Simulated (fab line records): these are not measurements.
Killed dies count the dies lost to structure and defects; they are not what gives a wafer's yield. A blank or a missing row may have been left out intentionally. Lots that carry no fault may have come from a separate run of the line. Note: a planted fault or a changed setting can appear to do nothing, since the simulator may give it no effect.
The tool behind it: which one? -- flow nand-harc -- 14 lots with 42 wafers sampled at 5 steps, on a route of 1159 steps

== WHAT THE GAUGES READ, wafer by wafer ==
NHARC_THIN_TSV_CD_MEAS_37. Usual: 5000 nm for cd-nm, sd 3.
lot,measured,on,cd-nm (nm),flag
L991,day 18 20:53,cd-sem-01,5001 4999 5003,
L992,day 19 03:13,cd-sem-01,4999 5005 5003,
L994,day 19 09:44,cd-sem-03,5006 4997 5002,
L996,day 19 08:25,cd-sem-02,5000 5002 4995,
L993,day 19 15:02,cd-sem-01,5000 5006 5005,
L995,day 19 10:46,cd-sem-01,5000 4994 5001,
L998,day 20 06:57,cd-sem-01,5001 5000 4997,
L103,day 22 03:13,cd-sem-01,4997 5001 5002,
L106,day 22 17:57,cd-sem-01,5003 5002 5001,
L108,day 23 14:56,cd-sem-03,4996 5000 4997,
L107,day 23 16:26,cd-sem-03,4999 4996 4999,
L110,day 23 17:05,cd-sem-03,5006 5005 4997,
L109,day 24 01:26,cd-sem-02,4998 4997 4999,
L112,day 24 08:26,cd-sem-02,5001 5003 4999,

NHARC_END_SORT_01. Usual: killed-at-array 25, standard deviation 9.2; killed-at-other 0.9, standard deviation 1.3; killed-at-periphery 3.3, standard deviation 2.3; killed-dies 29, standard deviation 9.6; killed-open 3.2, standard deviation 1.8; killed-short 2, standard deviation 1.4.
lot,measured,on,killed-at-array,killed-at-other,killed-at-periphery,killed-dies,killed-open,killed-short,flag
L103,day 22 17:40,prober-02,31 27 34,0 0 0,4 3 4,35 30 38,2 2 3,3 1 2,
L106,day 23 03:07,prober-01,115 116 13,4 1 4,3 4 4,122 121 21,7 2 4,1 2 2,OFF
L108,day 24 08:14,prober-02,19 14 21,3 2 0,6 6 4,28 22 25,5 4 4,2 6 5,
L107,day 24 00:28,prober-01,128 37 137,0 1 0,5 3 2,133 41 139,2 1 3,3 3 1,OFF
L110,day 24 08:17,prober-01,12 12 14,0 0 2,1 3 3,13 15 19,2 6 3,2 2 4,
L109,day 24 18:23,prober-02,31 37,0 0,4 6,35 43,4 3,1 0,

== WHAT TOOL EACH LOT RAN ON (gives the tool, then ch and the chambers of the sampled wafers, and finally the start) ==
lot,NHARC_A_CONTACT_ETCH_128,NHARC_THIN_TSV_ETCHBACK_48,NHARC_THIN_TSV_PRE_CLEAN_54
L991,"har-cap-etch-01 ch 0,1, day 16 19:09","rie-diel-07 ch 0,1,2, day 18 15:55","pvd-sputter-02, day 18 18:31"
L992,"har-cap-etch-01 ch 0,1, day 17 00:37","rie-diel-04 ch 0,1,2, day 18 22:08","pvd-sputter-01, day 19 00:42"
L994,"har-cap-etch-03 ch 0,1, day 17 03:29","rie-diel-11 ch 0,2, day 19 04:26","pvd-sputter-03, day 19 07:13"
L996,"har-cap-etch-02 ch 0,1, day 17 04:17","rie-diel-04 ch 0,1,3, day 19 03:27","pvd-sputter-01, day 19 06:02"
L993,"har-cap-etch-03 ch 0,1, day 17 08:22","rie-diel-11 ch 0,1, day 19 09:49","pvd-sputter-01, day 19 12:30"
L995,"har-cap-etch-02 ch 0, day 17 09:58","rie-diel-07 ch 0,2, day 19 05:40","pvd-sputter-01, day 19 08:14"
L998,"har-cap-etch-01 ch 0,1, day 18 03:47","rie-diel-11 ch 0,1,2, day 20 01:35","pvd-sputter-01, day 20 04:25"
L103,"har-cap-etch-01 ch 0,1, day 19 20:09","rie-diel-04 ch 2,3, day 21 22:14","pvd-sputter-03, day 22 00:51"
L106,"har-cap-etch-03 ch 0,1, day 20 08:47","rie-diel-07 ch 1,2, day 22 12:49","pvd-sputter-02, day 22 15:35"
L108,"har-cap-etch-01 ch 0,1, day 20 23:46","rie-diel-07 ch 0,1,2, day 23 09:13","pvd-sputter-03, day 23 12:02"
L107,"har-cap-etch-03 ch 0,1, day 21 02:21","rie-diel-04 ch 0,1, day 23 10:34","pvd-sputter-01, day 23 13:52"
L110,"har-cap-etch-02 ch 0, day 21 09:21","rie-diel-07 ch 0,1,2, day 23 11:44","pvd-sputter-02, day 23 14:17"
L109,"har-cap-etch-02 ch 0,1, day 22 01:11","rie-diel-07 ch 0,1,3, day 23 20:22","pvd-sputter-03, day 23 22:58"
L112,"har-cap-etch-01 ch 0,1, day 22 05:41","rie-diel-11 ch 1,2,3, day 24 02:30","pvd-sputter-01, day 24 05:57"
- NHARC_A_CONTACT_ETCH_128: etches the open film in C4F8/O2/Ar, time 155 s, target depth 956 nm.
- NHARC_THIN_TSV_ETCHBACK_48: etches the open film in C4F8/Ar, target depth 1028.5 nm, time 405.17 s.
- NHARC_THIN_TSV_PRE_CLEAN_54: time 30 s.

== WHAT THE TOOLS THEMSELVES READ (means of the sampled wafers that have a number; where no wafer has one, the mark that the record gives instead) ==
NHARC_THIN_TSV_ETCHBACK_48. Usual: oes-product-au 0.95 a.u., standard deviation 0.032; rf-vpp-V 546 V, standard deviation 3.8.
lot,tool,oes-product-au (a.u.),rf-vpp-V (V),flag
L991,rie-diel-07,0.96,549,
L992,rie-diel-04,0.92,545,
L994,rie-diel-11,1.00,550,
L996,rie-diel-04,0.94,546,
L993,rie-diel-11,0.96,547,
L995,rie-diel-07,1.00,551,
L998,rie-diel-11,0.92,548,
L103,rie-diel-04,0.94,543,
L106,rie-diel-07,0.98,548,
L108,rie-diel-07,0.92,549,
L107,rie-diel-04,0.97,549,
L110,rie-diel-07,0.98,550,
L109,rie-diel-07,0.92,545,
L112,rie-diel-11,1.01,546,

NHARC_THIN_TSV_PRE_CLEAN_54. Usual: 402 W for heater-power-w, sd 26.
lot,tool,heater-power-w (W),flag
L991,pvd-sputter-02,365,
L992,pvd-sputter-01,406,
L994,pvd-sputter-03,411,
L996,pvd-sputter-01,411,
L993,pvd-sputter-01,412,
L995,pvd-sputter-01,399,
L998,pvd-sputter-01,394,
L103,pvd-sputter-03,417,
L106,pvd-sputter-02,379,
L108,pvd-sputter-03,422,
L107,pvd-sputter-01,391,
L110,pvd-sputter-02,393,
L109,pvd-sputter-03,411,
L112,pvd-sputter-01,402,

== THE ANSWER, worked out from the rows above alone ==
Rule: take the mean of a lot's wafers that have a number; if it is more than 3 standard deviations from the usual mean, the lot is off. Also off: a lot with no number at a reading for which 4 or more lots have one. Where the step has rows for the other lots, those lots are counted as sound. First the gauges in route order, then the tools' own readings, where a lot's mean is used as printed above. The first step at which some lot is off is used, and at that step the reading that is off furthest; a lot without a number counts as furthest.
Off at NHARC_END_SORT_01 (killed-at-array): L106, L107. Neither off nor sound, because the step has no rows for them: L991, L992, L994, L996, L993, L995, L998, L112.
A tool fits if, at a process step before that reading, it ran every lot that is off, and no sound lot after the first of them. Gauges at NHARC_END_SORT_01: tried the same way as those tools. One fits: har-cap-etch-03 at NHARC_A_CONTACT_ETCH_128. It ran no sound lot before its first lot that is off in this sample, so the start can't be narrowed down.

== WHAT THE SIMULATOR HAD INSERTED ==
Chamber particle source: har-cap-etch-03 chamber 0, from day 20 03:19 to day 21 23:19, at NHARC_A_CONTACT_ETCH_128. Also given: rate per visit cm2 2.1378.
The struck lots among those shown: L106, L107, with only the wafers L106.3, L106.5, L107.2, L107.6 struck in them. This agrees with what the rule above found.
